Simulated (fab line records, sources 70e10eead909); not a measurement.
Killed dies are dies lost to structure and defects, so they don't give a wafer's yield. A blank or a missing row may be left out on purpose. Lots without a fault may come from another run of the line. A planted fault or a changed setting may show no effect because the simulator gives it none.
Which tool did it? | flow nand_harc | 6 lots, 18 wafers sampled, at 5 steps of a route of 1302

WHAT THE GAUGES READ, wafer by wafer
NHARC_END_SORT_01.
lot  | measured     | on        | killed_at_array
L376 | day 30 12:35 | prober-01 | 670 671 672
L380 | day 31 17:40 | prober-01 | 75 67 83

WHICH TOOL RAN EACH LOT (tool, then ch and the chambers of the sampled wafers, then the start)
lot  | NHARC_A_STAIRCASE_ETCH_201                    | NHARC_A_STAIRCASE_ETCH_223                    | NHARC_A_STAIRCASE_TRIM_229         | NHARC_A_STAIRCASE_ETCH_236
L365 | rie_diel-13 ch 0,1,3, day 17 06:53 or earlier | rie_diel-09 ch 0,2,3, day 17 06:53 or earlier | rie_diel-09 ch 0,1,2, day 17 06:53 | rie_diel-09 ch 0,1,3, no start
L374 | rie_diel-13 ch 0,2,3, day 20 20:00 or earlier | rie_diel-13 ch 1,2, day 20 20:00 or earlier   | rie_diel-04 ch 1,2, day 20 20:00   | rie_diel-04 ch 0,3, no start
L376 | rie_diel-13 ch 0,3, day 22 02:11 or earlier   | rie_diel-04 ch 0,3, day 22 02:11 or earlier   | rie_diel-04 ch 0,3, day 22 02:11   | rie_diel-04 ch 0,1,2, day 30 12:35 or earlier
L380 | rie_diel-09 ch 1,2,3, day 23 14:37 or earlier | rie_diel-09 ch 0,3, day 23 14:37 or earlier   | rie_diel-09 ch 0,1, day 23 14:37   | rie_diel-09 ch 0,3, day 31 17:40 or earlier
L383 | rie_diel-13 ch 0,1,2, day 24 18:28 or earlier | rie_diel-09 ch 2,3, day 24 18:28 or earlier   | rie_diel-04 ch 2,3, day 24 18:28   | rie_diel-04 ch 2,3, no start
L385 | rie_diel-04 ch 1,3, day 25 21:52 or earlier   | rie_diel-09 ch 0,1,2, day 25 21:52 or earlier | rie_diel-09 ch 0,2, day 25 21:52   | rie_diel-09 ch 2,3, no start
- NHARC_A_STAIRCASE_ETCH_201: etches the open film in C4F8/O2, target depth 100 nm, time 40.5 s.
- NHARC_A_STAIRCASE_ETCH_223: etches the open film in C4F8/O2, target depth 100 nm, time 40.5 s.
- NHARC_A_STAIRCASE_TRIM_229: chemistry O2, time 211.2 s.
- NHARC_A_STAIRCASE_ETCH_236: etches the open film in C4F8/O2, target depth 100 nm, time 40.5 s.

THE ANSWER, worked out from the rows above alone
Rule: what is usual is taken from the lots themselves. Put in order of their means at a reading, lots are off if they are a third of the lots or fewer, leave a main group of 4 or more, and stand apart from it by a gap of 3 or more times the standard deviation of the main group's means; of several such gaps the widest counts. A main group whose means are all the same, to the digits that the tables above print for the reading, isn't used. A lot without any number at a reading at which 4 lots or more have one is off too. The other lots that the step has rows for count as sound.
No lot is off at any reading shown: from this, nothing can be told.

WHAT THE SIMULATOR HAD PUT IN
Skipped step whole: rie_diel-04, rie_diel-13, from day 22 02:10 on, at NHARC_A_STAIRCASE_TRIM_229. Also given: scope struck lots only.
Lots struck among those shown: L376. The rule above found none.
